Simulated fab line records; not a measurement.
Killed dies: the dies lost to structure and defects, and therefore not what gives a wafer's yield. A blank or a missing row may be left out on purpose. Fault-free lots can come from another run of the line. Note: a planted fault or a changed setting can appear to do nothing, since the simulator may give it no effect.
Split-lot trial | flow n5Finfet | 39 wafers read across 7 lots, on a route 1938 steps long

== ON THE SPLIT ==
At N5_DUMMY_GATE_ETCH_32 (etches SiO2 in CF4, target depth 3.5 nm, time 3.9 s), the setting timeS was moved away from the recipe's 3.9 s on 18 of the 39 wafers read, by -22.7% to +24.0%. The other wafers ran this setting at the recipe's value.

Reading taken at the split's own step.

== THE READING ==
etch.depthNm (the simulator's own value, which no gauge read), in nm, at N5_DUMMY_GATE_ETCH_32 (etches SiO2 in CF4, target depth 3.5 nm, time 3.9 s). The file gives no usual value for it. The 21 wafers here that ran the recipe average 3.456 nm, standard deviation 0.078 nm.

wafer  | tool, chamber at the split | timeS as run, s | against the recipe | etch.depthNm, nm | against lot-mates on the recipe
L078.1 | rieSi-01, 0                | 4.159           | +6.6%              | 3.842            | +0.354
L078.2 | rieSi-01, 3                | 3.9             | recipe             | 3.558            | -
L078.3 | rieSi-01, 2                | 3.9             | recipe             | 3.459            | -
L078.4 | rieSi-01, 1                | 3.9             | recipe             | 3.447            | -
L078.5 | rieSi-01, 0                | 4.159           | +6.6%              | 3.836            | +0.348
L078.6 | rieSi-01, 3                | 4.159           | +6.6%              | 3.777            | +0.289
L081.1 | rieSi-05, 2                | 4.698           | +20.5%             | 4.147            | +0.661
L081.2 | rieSi-05, 1                | 3.9             | recipe             | 3.581            | -
L081.3 | rieSi-05, 0                | 3.9             | recipe             | 3.355            | -
L081.4 | rieSi-05, 3                | 3.9             | recipe             | 3.523            | -
L081.5 | rieSi-05, 0                | 4.698           | +20.5%             | 4.044            | +0.558
L081.6 | rieSi-05, 1                | 4.698           | +20.5%             | 4.323            | +0.837
L087.1 | rieSi-05, 3                | 3.9             | recipe             | 3.532            | -
L087.2 | rieSi-05, 0                | 3.9             | recipe             | 3.35             | -
L087.3 | rieSi-05, 2                | 3.9             | recipe             | 3.44             | -
L087.4 | rieSi-05, 1                | 4.279           | +9.7%              | 3.948            | +0.507
L087.5 | rieSi-05, 3                | 4.279           | +9.7%              | 3.855            | +0.414
L087.6 | rieSi-05, 0                | 4.279           | +9.7%              | 3.693            | +0.252
L088.1 | rieSi-05, 0                | 3.014           | -22.7%             | 2.609            | -0.833
L088.2 | rieSi-05, 1                | 3.014           | -22.7%             | 2.775            | -0.667
L088.3 | rieSi-05, 2                | 3.9             | recipe             | 3.432            | -
L088.4 | rieSi-05, 3                | 3.014           | -22.7%             | 2.714            | -0.728
L088.5 | rieSi-05, 3                | 3.9             | recipe             | 3.542            | -
L088.6 | rieSi-05, 0                | 3.9             | recipe             | 3.351            | -
L091.1 | rieSi-05, 3                | 3.9             | recipe             | 3.548            | -
L091.5 | rieSi-05, 3                | 3.9             | recipe             | 3.531            | -
L091.6 | rieSi-05, 2                | 3.9             | recipe             | 3.45             | -
L095.1 | rieSi-05, 3                | 4.836           | +24.0%             | 4.352            | +0.970
L095.2 | rieSi-05, 0                | 3.9             | recipe             | 3.339            | -
L095.3 | rieSi-05, 1                | 4.836           | +24.0%             | 4.426            | +1.044
L095.4 | rieSi-05, 2                | 3.9             | recipe             | 3.449            | -
L095.5 | rieSi-05, 3                | 4.836           | +24.0%             | 4.419            | +1.037
L095.6 | rieSi-05, 0                | 3.9             | recipe             | 3.359            | -
L097.1 | rieSi-05, 3                | 4.481           | +14.9%             | 4.043            | +0.601
L097.2 | rieSi-05, 1                | 4.481           | +14.9%             | 4.096            | +0.654
L097.3 | rieSi-05, 0                | 3.9             | recipe             | 3.371            | -
L097.4 | rieSi-05, 2                | 3.9             | recipe             | 3.435            | -
L097.5 | rieSi-05, 0                | 4.481           | +14.9%             | 3.875            | +0.433
L097.6 | rieSi-05, 3                | 3.9             | recipe             | 3.521            | -

THE FIT
A straight line over all 39 wafers: etch.depthNm changes by +0.0361 nm for each +1% of timeS; r = +0.98; the points scatter about the line by 0.091 nm.
The same after taking each lot's own level away (the mean of its wafers on the recipe; 39 wafers): +0.0366 nm for each +1%; r = +0.98; scatter 0.092 nm.
Per that fit: largest timeS move, reading shift of 0.88 nm.
The lots' own levels span 3.3823 to 3.5097 nm, that is 1.6 times the standard deviation above.
Hence the lot-to-lot level has little effect on the slope; both slopes agree.
Check: +0.893 nm against its lot-mates is what the line predicts for one of the wafers moved furthest among these (+24.0%) when that wafer is left out of the fit. Against them it came out at +0.97 nm.

== THE OTHER SPLITS THESE WAFERS WENT THROUGH ==
Note: prior to the reading, these wafers also went through further splits. Each is held against what the fit with the lots' levels taken away leaves over:
other split on the same wafers | wafers away from the commonest value | r with etch.depthNm (lot level and that fit taken away)
N5_DUMMY_GATE_EXPOSE_12 doseMj | 9                                    | +0.19

== THE FILE'S OWN FIT ==
etch.depthNm changes by +0.0372 nm for each +1% of timeS, r = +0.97.
